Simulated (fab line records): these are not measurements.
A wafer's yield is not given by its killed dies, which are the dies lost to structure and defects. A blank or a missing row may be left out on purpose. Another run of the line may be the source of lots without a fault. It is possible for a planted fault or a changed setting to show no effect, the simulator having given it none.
Matching of chambers | flow n5Finfet | 4 sister chambers for N5_MOL_CONTACT_COAG_DESCUM_45 on rieDiel-03
The step chemistry O2, time 7 s. 8 wafers are shown with their chamber, then 8 later ones without.

EACH WAFER AND ITS CHAMBER
wafer  | chamber | showerheadPlenumPTorr (Torr) | throttleValvePct (%)
L078.6 | 3       | 2.18                         | 20.54
L080.1 | 0       | 2.21                         | 20.17
L083.1 | 3       | 2.17                         | 20.56
L083.2 | 0       | 2.21                         | 20.20
L083.4 | 1       | 2.10                         | 20.16
L087.2 | 1       | 2.09                         | 20.17
L087.6 | 2       | 2.09                         | 20.23
L091.2 | 2       | 2.08                         | 20.25

WAFERS MISSING THEIR CHAMBER
wafer  | showerheadPlenumPTorr (Torr) | throttleValvePct (%)
L091.3 | 2.09                         | 20.18
L091.4 | 2.09                         | 20.17
L092.1 | 2.17                         | 20.23
L092.2 | 2.20                         | 20.23
L092.5 | 2.08                         | 20.26
L094.2 | 2.20                         | 20.23
L094.5 | 2.17                         | 20.23
L094.6 | 2.08                         | 20.26

EACH ONE'S CHAMBER
wafer  | from the rows above | in truth
L091.3 | 1                   | 1
L091.4 | 1                   | 1
L092.1 | 0                   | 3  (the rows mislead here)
L092.2 | 0                   | 0
L092.5 | 2                   | 2
L094.2 | 0                   | 0
L094.5 | 0                   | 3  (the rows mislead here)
L094.6 | 2                   | 2
Placed correctly: 6 of 8. Can't be placed from these rows: 0. 2 placed wrongly.
How it was worked out, from the rows above alone: a wafer's distance from a chamber is the root of the sum, over the readings, of the square of ((its reading less the chamber's mean) divided by the reading's scatter). The wafer belongs to the nearest chamber; if the next one is less than 2 further off, it can't be placed. For every chamber, the mean is computed from those of its wafers that are shown. The scatter: the root of (the sum of the squares of (reading less its chamber's mean) over the shown wafers, divided by (wafers less chambers)).
